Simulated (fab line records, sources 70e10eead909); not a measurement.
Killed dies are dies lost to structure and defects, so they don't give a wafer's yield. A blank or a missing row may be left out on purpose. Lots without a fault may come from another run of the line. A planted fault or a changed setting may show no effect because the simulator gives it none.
Chamber matching | flow nand_harc | NHARC_A_CHANNEL_FILL_D2_ALD_14 on ald_hk-02: 4 sister chambers
The step deposits SiO2, target thk 2.5 nm, pulse time 10 s, ald cycles 25. 4 wafers are shown with their chamber, then 7 later ones without.

WAFERS WITH THEIR CHAMBER
wafer  | chamber | heater_power_w (W)
L084.2 | 1       | 459
L086.6 | 2       | 374
L089.3 | 3       | 470
L089.4 | 0       | 469

WAFERS WITHOUT THEIR CHAMBER
wafer  | heater_power_w (W)
L089.5 | 470
L091.2 | 478
L091.4 | 381
L091.6 | 478
L094.2 | 465
L094.5 | 389
L094.6 | 458

WHICH CHAMBER EACH WENT THROUGH
wafer  | from the rows above          | in truth
L089.5 | can't be placed: 3 or 0 or 1 | 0
L091.2 | can't be placed: 3 or 0 or 1 | 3
L091.4 | 2                            | 2
L091.6 | can't be placed: 3 or 0 or 1 | 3
L094.2 | can't be placed: 0 or 3 or 1 | 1
L094.5 | 2                            | 2
L094.6 | can't be placed: 1 or 0 or 3 | 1
Placed correctly: 2 of 7. Can't be placed from these rows: 5 (the true chamber is among the candidates in 5). Placed wrongly: 0.
How it was worked out, from the rows above alone: a wafer's distance from a chamber is the root of the sum, over the readings, of the square of ((its reading less the chamber's mean) divided by the reading's scatter). The wafer belongs to the nearest chamber; if the next one is less than 2 further off, it can't be placed. A chamber's mean is the mean of its shown wafers. The scatter: with one shown wafer a chamber, the root of the mean of the squares of how far each hidden wafer lies from its nearest shown one.
